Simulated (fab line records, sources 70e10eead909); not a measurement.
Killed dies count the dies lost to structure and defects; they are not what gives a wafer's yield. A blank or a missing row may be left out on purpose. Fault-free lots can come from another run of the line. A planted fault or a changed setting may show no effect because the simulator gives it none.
Which tool was responsible? | flow nand_harc | 24 lots with 72 wafers sampled at 4 steps, on a route of 1302 steps

== WHAT THE GAUGES READ, wafer by wafer ==
NHARC_P_M1_THK_MEAS_24: measures by xrf. Usual: thk_nm at 158.0 nm, with a standard deviation of 1.6.
lot  | measured     | on            | thk_nm (nm)       | flag
L074 | day 6 17:34  | film_metro-01 | 159.0 159.3 159.1 |
L075 | day 6 19:55  | film_metro-01 | 158.4 159.7 161.3 |
L076 | day 7 03:51  | film_metro-02 | 157.9 156.9 158.1 |
L077 | day 7 12:26  | film_metro-02 | 158.3 157.0 156.3 |
L078 | day 7 22:08  | film_metro-02 | 160.7 158.1 158.6 |
L079 | day 8 18:08  | film_metro-01 | 157.9 158.5 159.2 |
L080 | day 8 22:04  | film_metro-01 | 158.3 158.3 157.7 |
L081 | day 9 04:45  | film_metro-02 | 158.0 158.5 158.9 |
L082 | day 9 20:53  | film_metro-02 | 161.2 158.3 158.6 |
L083 | day 10 06:01 | film_metro-01 | 156.3 158.7 157.1 |
L084 | day 10 16:09 | film_metro-01 | 158.3 157.2 156.2 |
L085 | day 10 23:02 | film_metro-01 | 158.3 159.7 158.7 |
L086 | day 11 04:40 | film_metro-02 | 156.8 157.9 156.8 |
L087 | day 11 15:53 | film_metro-02 | 156.9 154.0 156.8 |
L088 | day 12 09:27 | film_metro-02 | 158.1 159.0 156.8 |
L089 | day 12 21:23 | film_metro-01 | 156.7 159.1 157.1 |
L090 | day 13 04:58 | film_metro-02 | 157.3 156.7 160.8 |
L091 | day 13 09:07 | film_metro-01 | 153.4 159.1 155.1 |
L092 | day 13 20:26 | film_metro-01 | 157.0 157.4 157.1 |
L093 | day 14 06:22 | film_metro-01 | 156.8 156.5 156.8 |
L094 | day 14 14:37 | film_metro-02 | 159.1 157.3 158.5 |
L095 | day 14 23:34 | film_metro-02 | 156.7 157.2 156.5 |
L096 | day 15 10:01 | film_metro-01 | 159.5 157.5 158.9 |
L097 | day 15 23:59 | film_metro-02 | 159.1 156.3 156.3 |

== TOOL THAT RAN EACH LOT (tool first, then ch and the chambers of the sampled wafers, then the start) ==
lot  | NHARC_P_M0_DEGAS_28          | NHARC_P_M0_PVD_21                       | NHARC_P_M1_STRIP_18
L074 | pvd_sputter-01, day 6 12:02  | pvd_sputter-01, day 6 15:27 or earlier  | rie_diel-07 ch 0,2, day 6 15:27
L075 | pvd_sputter-03, day 6 14:22  | pvd_sputter-03, day 6 17:56 or earlier  | rie_diel-05 ch 1,2,3, day 6 17:56
L076 | pvd_sputter-03, day 6 22:11  | pvd_sputter-03, day 7 01:41 or earlier  | rie_diel-05 ch 0,1,3, day 7 01:41
L077 | pvd_sputter-03, day 7 06:59  | pvd_sputter-03, day 7 10:24 or earlier  | rie_diel-10 ch 0,2,3, day 7 10:24
L078 | pvd_sputter-02, day 7 16:43  | pvd_sputter-02, day 7 20:08 or earlier  | rie_diel-07 ch 0,1,2, day 7 20:08
L079 | pvd_sputter-03, day 8 12:35  | pvd_sputter-03, day 8 16:05 or earlier  | rie_diel-07 ch 0,1,2, day 8 16:05
L080 | pvd_sputter-02, day 8 16:30  | pvd_sputter-02, day 8 20:01 or earlier  | rie_diel-07 ch 0,1,2, day 8 20:01
L081 | pvd_sputter-02, day 8 23:17  | pvd_sputter-02, day 9 02:46 or earlier  | rie_diel-07 ch 0,2,3, day 9 02:46
L082 | pvd_sputter-03, day 9 15:19  | pvd_sputter-03, day 9 18:50 or earlier  | rie_diel-05 ch 0,1,3, day 9 18:50
L083 | pvd_sputter-01, day 10 00:12 | pvd_sputter-01, day 10 03:59 or earlier | rie_diel-05 ch 0,2,3, day 10 03:59
L084 | pvd_sputter-02, day 10 10:43 | pvd_sputter-02, day 10 14:07 or earlier | rie_diel-07 ch 0,2,3, day 10 14:07
L085 | pvd_sputter-03, day 10 17:16 | pvd_sputter-03, day 10 20:56 or earlier | rie_diel-10 ch 0,1,3, day 10 20:56
L086 | pvd_sputter-03, day 10 23:04 | pvd_sputter-03, day 11 02:41 or earlier | rie_diel-07 ch 0,2,3, day 11 02:41
L087 | pvd_sputter-01, day 11 10:01 | pvd_sputter-01, day 11 13:51 or earlier | rie_diel-05 ch 0,2, day 11 13:51
L088 | pvd_sputter-02, day 12 03:44 | pvd_sputter-02, day 12 07:26 or earlier | rie_diel-05 ch 0,2, day 12 07:26
L089 | pvd_sputter-01, day 12 15:52 | pvd_sputter-01, day 12 19:21 or earlier | rie_diel-07 ch 1,2, day 12 19:21
L090 | pvd_sputter-01, day 12 23:17 | pvd_sputter-01, day 13 02:54 or earlier | rie_diel-05 ch 2,3, day 13 02:54
L091 | pvd_sputter-01, day 13 03:11 | pvd_sputter-01, day 13 06:43 or earlier | rie_diel-05 ch 0,2, day 13 06:43
L092 | pvd_sputter-03, day 13 14:26 | pvd_sputter-03, day 13 18:19 or earlier | rie_diel-05 ch 0,2, day 13 18:19
L093 | pvd_sputter-03, day 14 00:50 | pvd_sputter-03, day 14 04:20 or earlier | rie_diel-10 ch 1,3, day 14 04:20
L094 | pvd_sputter-03, day 14 08:41 | pvd_sputter-03, day 14 12:33 or earlier | rie_diel-07 ch 0,1,2, day 14 12:33
L095 | pvd_sputter-02, day 14 17:58 | pvd_sputter-02, day 14 21:32 or earlier | rie_diel-10 ch 0,1,2, day 14 21:32
L096 | pvd_sputter-01, day 15 04:28 | pvd_sputter-01, day 15 08:01 or earlier | rie_diel-10 ch 1,3, day 15 08:01
L097 | pvd_sputter-02, day 15 18:19 | pvd_sputter-02, day 15 21:55 or earlier | rie_diel-05 ch 0,2,3, day 15 21:55
- NHARC_P_M0_DEGAS_28: time 60 s.
- NHARC_P_M0_PVD_21: deposits Cu, target thk 30 nm, time 20.49 s.
- NHARC_P_M1_STRIP_18: strips in N2/H2.

== WHAT THE TOOLS THEMSELVES READ (means of the sampled wafers that have a number; where no wafer has one, the mark that the record gives instead) ==
NHARC_P_M0_DEGAS_28. Usual: heater_power_w at 331 W, with a standard deviation of 18.
lot  | tool           | heater_power_w (W) | flag
L074 | pvd_sputter-01 | 342                |
L075 | pvd_sputter-03 | 333                |
L076 | pvd_sputter-03 | 333                |
L077 | pvd_sputter-03 | 329                |
L078 | pvd_sputter-02 | 336                |
L079 | pvd_sputter-03 | 313                |
L080 | pvd_sputter-02 | 342                |
L081 | pvd_sputter-02 | 344                |
L082 | pvd_sputter-03 | 317                |
L083 | pvd_sputter-01 | 326                |
L084 | pvd_sputter-02 | 333                |
L085 | pvd_sputter-03 | 331                |
L086 | pvd_sputter-03 | 329                |
L087 | pvd_sputter-01 | 339                |
L088 | pvd_sputter-02 | 348                |
L089 | pvd_sputter-01 | 317                |
L090 | pvd_sputter-01 | 330                |
L091 | pvd_sputter-01 | 346                |
L092 | pvd_sputter-03 | 322                |
L093 | pvd_sputter-03 | 327                |
L094 | pvd_sputter-03 | 313                |
L095 | pvd_sputter-02 | 348                |
L096 | pvd_sputter-01 | 312                |
L097 | pvd_sputter-02 | 339                |

NHARC_P_M0_PVD_21. Usual: throttle_valve_pct at 30.3 %, with a standard deviation of 1.1.
lot  | tool           | throttle_valve_pct (%) | flag
L074 | pvd_sputter-01 | 30.7                   |
L075 | pvd_sputter-03 | 31.0                   |
L076 | pvd_sputter-03 | 30.2                   |
L077 | pvd_sputter-03 | 29.4                   |
L078 | pvd_sputter-02 | 31.6                   |
L079 | pvd_sputter-03 | 29.8                   |
L080 | pvd_sputter-02 | 30.6                   |
L081 | pvd_sputter-02 | 31.6                   |
L082 | pvd_sputter-03 | 29.9                   |
L083 | pvd_sputter-01 | 30.6                   |
L084 | pvd_sputter-02 | 29.8                   |
L085 | pvd_sputter-03 | 29.9                   |
L086 | pvd_sputter-03 | 29.8                   |
L087 | pvd_sputter-01 | 30.0                   |
L088 | pvd_sputter-02 | 31.3                   |
L089 | pvd_sputter-01 | 30.3                   |
L090 | pvd_sputter-01 | 29.2                   |
L091 | pvd_sputter-01 | 30.3                   |
L092 | pvd_sputter-03 | 29.8                   |
L093 | pvd_sputter-03 | 29.7                   |
L094 | pvd_sputter-03 | 29.9                   |
L095 | pvd_sputter-02 | 30.3                   |
L096 | pvd_sputter-01 | 29.9                   |
L097 | pvd_sputter-02 | 31.2                   |

NHARC_P_M1_STRIP_18. Usual: chamber_pressure_mTorr 30.001 mTorr, standard deviation 0.026; drypump_motor_current_A 5.7 A, standard deviation 0.4; oes_product_au 0.999 a.u., standard deviation 0.0077; power_w 1000 W, standard deviation 3.1; rf_vpp_V 90.6 V, standard deviation 0.98; showerhead_plenum_p_Torr 2.02 Torr, standard deviation 0.079; throttle_valve_pct 14.171 %, standard deviation 0.0092.
lot  | tool        | chamber_pressure_mTorr (mTorr) | drypump_motor_current_A (A) | oes_product_au (a.u.) | power_w (W) | rf_vpp_V (V) | showerhead_plenum_p_Torr (Torr) | throttle_valve_pct (%) | flag
L074 | rie_diel-07 | 30.012                         | 5.8                         | 0.989                 | 997         | 91.0         | 1.98                            | 14.170                 |
L075 | rie_diel-05 | 30.018                         | 5.2                         | 0.997                 | 1002        | 91.2         | 2.02                            | 14.170                 |
L076 | rie_diel-05 | 30.002                         | 5.5                         | 1.004                 | 999         | 90.9         | 2.02                            | 14.166                 |
L077 | rie_diel-10 | 29.993                         | 5.5                         | 1.002                 | 998         | 90.8         | 1.98                            | 14.176                 |
L078 | rie_diel-07 | 29.991                         | 6.0                         | 0.995                 | 998         | 90.1         | 2.05                            | 14.168                 |
L079 | rie_diel-07 | 30.014                         | 6.0                         | 0.995                 | 1001        | 91.5         | 2.05                            | 14.165                 |
L080 | rie_diel-07 | 30.009                         | 6.0                         | 1.001                 | 1001        | 89.8         | 2.05                            | 14.167                 |
L081 | rie_diel-07 | 30.001                         | 6.0                         | 1.003                 | 1000        | 89.4         | 1.98                            | 14.179                 |
L082 | rie_diel-05 | 30.021                         | 5.5                         | 1.008                 | 998         | 89.8         | 2.02                            | 14.163                 |
L083 | rie_diel-05 | 30.008                         | 5.5                         | 1.000                 | 1000        | 91.2         | 2.06                            | 14.173                 |
L084 | rie_diel-07 | 30.013                         | 6.0                         | 0.996                 | 1002        | 90.2         | 1.98                            | 14.174                 |
L085 | rie_diel-10 | 29.990                         | 5.6                         | 1.003                 | 1001        | 90.3         | 1.99                            | 14.165                 |
L086 | rie_diel-07 | 29.990                         | 6.0                         | 0.995                 | 1004        | 89.7         | 1.98                            | 14.166                 |
L087 | rie_diel-05 | 30.012                         | 5.3                         | 0.997                 | 1000        | 90.1         | 2.01                            | 14.177                 |
L088 | rie_diel-05 | 30.012                         | 5.6                         | 1.000                 | 998         | 90.8         | 2.02                            | 14.162                 |
L089 | rie_diel-07 | 30.031                         | 6.2                         | 0.991                 | 1000        | 90.9         | 2.13                            | 14.172                 |
L090 | rie_diel-05 | 29.998                         | 5.1                         | 0.989                 | 1002        | 91.0         | 2.05                            | 14.162                 |
L091 | rie_diel-05 | 29.989                         | 5.6                         | 1.000                 | 997         | 91.0         | 2.02                            | 14.167                 |
L092 | rie_diel-05 | 30.000                         | 5.6                         | 1.005                 | 1001        | 91.0         | 2.02                            | 14.172                 |
L093 | rie_diel-10 | 30.008                         | 5.6                         | 1.006                 | 1001        | 89.3         | 1.97                            | 14.171                 |
L094 | rie_diel-07 | 29.997                         | 6.0                         | 1.001                 | 999         | 90.6         | 2.04                            | 14.180                 |
L095 | rie_diel-10 | 30.013                         | 5.5                         | 0.992                 | 1001        | 90.3         | 2.00                            | 14.178                 |
L096 | rie_diel-10 | 29.992                         | 5.6                         | 1.007                 | 997         | 90.1         | 2.01                            | 14.159                 |
L097 | rie_diel-05 | 29.987                         | 5.4                         | 0.993                 | 999         | 91.1         | 2.06                            | 14.175                 |

== THE ANSWER, worked out from the rows above alone ==
Rule: a lot is off if the mean of its wafers that have a number lies more than 3 standard deviations from the usual mean. Also off: a lot with no number at a reading for which 4 or more lots have one. Where the step has rows for the other lots, those lots are counted as sound. The gauges are gone through in route order, then the tools' own readings, and for those a lot's mean is taken as printed above. The first step at which some lot is off is used, and at that step the reading that is off furthest; a lot without a number counts as furthest.
Across all readings shown, no lot is off: no conclusion can be drawn from this.

== WHAT WAS PUT IN BY THE SIMULATOR ==
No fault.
